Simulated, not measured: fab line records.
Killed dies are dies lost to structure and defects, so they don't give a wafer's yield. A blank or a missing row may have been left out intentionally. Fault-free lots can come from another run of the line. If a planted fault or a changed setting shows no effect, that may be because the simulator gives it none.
Split-lot experiment + flow n5-finfet + on a route of 1938 steps: 7 lots, 21 wafers read

== ON THE SPLIT ==
At N5_BEOL_M10_COAT_63 (time 60 s, resist thk 100 nm), the setting spin-rpm was moved away from the recipe's 1500 rpm on 8 of the 21 wafers read, by -8.3% to +9.6%. The other wafers ran this setting at the recipe's value.

== FROM THE SPLIT TO THE READING: what the file shows between them, 7 steps ==
- N5_BEOL_M10_EXPOSE_25: exposes mask V9 (also split here: dose-mj)
- N5_BEOL_M10_PEB_26: peb time 60 s
- N5_BEOL_M10_DEVELOP_27: develop time 30 s
- N5_BEOL_M10_DESCUM_33: chemistry O2, time 7.9 s
- N5_BEOL_M10_ETCH_65: etches SiARC in CF4, target depth 39 nm, time 65 s
- N5_BEOL_M10_ETCH_66: etches SOC in N2/H2, target depth 120 nm, overetch 24 nm, time 180 s
- N5_BEOL_M10_STRIP_69: strips in N2/H2

== THE READING ==
SOC_of_BEOL_M10_COAT_63.thk-nm (the simulator's own value, which no gauge read), in nm, at N5_BEOL_M10_VIA_ETCH_34 (etches SiCOH lowk in C4F6/O2, target depth 184.5 nm, time 69.2 s). The file does not state a usual value for it. The 13 wafers here that ran the recipe average 92.0 nm, standard deviation 0.32 nm.

| wafer  | tool, chamber at the split | spin-rpm as run, rpm | against the recipe | SOC_of_BEOL_M10_COAT_63.thk-nm, nm | against lot-mates on the recipe |
|--------|----------------------------|----------------------|--------------------|------------------------------------|---------------------------------|
| L076.4 | litho-track-05, 0          | 1500                 | recipe             | 92                                 | -                               |
| L076.5 | litho-track-05, 0          | 1500                 | recipe             | 92                                 | -                               |
| L076.6 | litho-track-05, 0          | 1500                 | recipe             | 92.2                               | -                               |
| L077.1 | litho-track-02, 0          | 1500                 | recipe             | 91.2                               | -                               |
| L077.2 | litho-track-02, 0          | 1500                 | recipe             | 91.8                               | -                               |
| L077.6 | litho-track-02, 0          | 1500                 | recipe             | 91.6                               | -                               |
| L084.1 | litho-track-01, 0          | 1438                 | -4.1%              | 94.2                               | +2.0                            |
| L084.2 | litho-track-01, 0          | 1500                 | recipe             | 92.2                               | -                               |
| L084.3 | litho-track-01, 0          | 1500                 | recipe             | 92.2                               | -                               |
| L085.3 | litho-track-02, 0          | 1500                 | recipe             | 92.2                               | -                               |
| L085.5 | litho-track-02, 0          | 1407                 | -6.2%              | 95.4                               | +3.2                            |
| L085.6 | litho-track-02, 0          | 1407                 | -6.2%              | 95.4                               | +3.2                            |
| L090.1 | litho-track-05, 0          | 1500                 | recipe             | 92.2                               | -                               |
| L090.2 | litho-track-05, 0          | 1375                 | -8.3%              | 96.8                               | +4.6                            |
| L090.4 | litho-track-05, 0          | 1375                 | -8.3%              | 96.8                               | +4.6                            |
| L093.3 | litho-track-01, 0          | 1385                 | -7.7%              | 95.6                               | +3.2                            |
| L093.5 | litho-track-01, 0          | 1500                 | recipe             | 92.4                               | -                               |
| L093.6 | litho-track-01, 0          | 1385                 | -7.7%              | 95.8                               | +3.4                            |
| L097.1 | litho-track-02, 0          | 1500                 | recipe             | 91.6                               | -                               |
| L097.2 | litho-track-02, 0          | 1500                 | recipe             | 92                                 | -                               |
| L097.5 | litho-track-02, 0          | 1644                 | +9.6%              | 87.2                               | -4.6                            |

FIT RESULTS
A straight line over all 21 wafers: SOC_of_BEOL_M10_COAT_63.thk-nm changes by -0.528 nm for each +1% of spin-rpm; r = -0.99; the points scatter about the line by 0.33 nm.
The same after taking each lot's own level away (the mean of its wafers on the recipe; 21 wafers): -0.494 nm for each +1%; r = -0.99; scatter 0.26 nm.
Per that fit: largest spin-rpm move, reading shift of 4.7 nm.
The lots' own levels span 91.53 to 92.40 nm, that is 2.7 times the standard deviation above.
So the lot-to-lot level changes the slope little: the two slopes agree.
Check: -4.81 nm against its lot-mates is what the line predicts for one of the wafers moved furthest among these (+9.6%) when that wafer is left out of the fit. It came out at -4.6 nm against them.

== OTHER SPLITS APPLIED TO THESE WAFERS ==
Note: prior to the reading, these wafers also went through further splits. Each is held against what the fit with the lots' levels taken away leaves over:
| other split on the same wafers   | wafers away from the commonest value | r with SOC_of_BEOL_M10_COAT_63.thk-nm (lot level and that fit taken away) |
|----------------------------------|--------------------------------------|---------------------------------------------------------------------------|
| N5_BEOL_M9_EXPOSE_08 dose-mj     | 7                                    | +0.08                                                                     |
| N5_BEOL_M9_CMP_52 down-force-psi | 8                                    | +0.09                                                                     |
| N5_BEOL_M10_EXPOSE_25 dose-mj    | 6                                    | -0.45                                                                     |

== THE WHOLE CHAIN: every reading that the file lists as answering this split, in the file's order ==
| step                    | what it does                                                         | reading                                                                         | change (the file's fit)               | r (the file's) |
|-------------------------|----------------------------------------------------------------------|---------------------------------------------------------------------------------|---------------------------------------|----------------|
| N5_BEOL_M10_COAT_63     | time 60 s, resist thk 100 nm                                         | SOC_of_BEOL_M10_COAT_63.thk-nm (the simulator's own value, which no gauge read) | -0.508 nm for each +1% of the setting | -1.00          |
| N5_BEOL_M10_ETCH_66     | etches SOC in N2/H2, target depth 120 nm, overetch 24 nm, time 180 s | etch.depth-nm (the simulator's own value, which no gauge read)                  | -0.507 nm for each +1% of the setting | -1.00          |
| N5_BEOL_M10_VIA_ETCH_34 | etches SiCOH lowk in C4F6/O2, target depth 184.5 nm, time 69.2 s     | SOC_of_BEOL_M10_COAT_63.thk-nm (the simulator's own value, which no gauge read) | -0.493 nm for each +1% of the setting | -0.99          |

== THE FILE'S OWN FIT ==
SOC_of_BEOL_M10_COAT_63.thk-nm changes by -0.493 nm for each +1% of spin-rpm, r = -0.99.
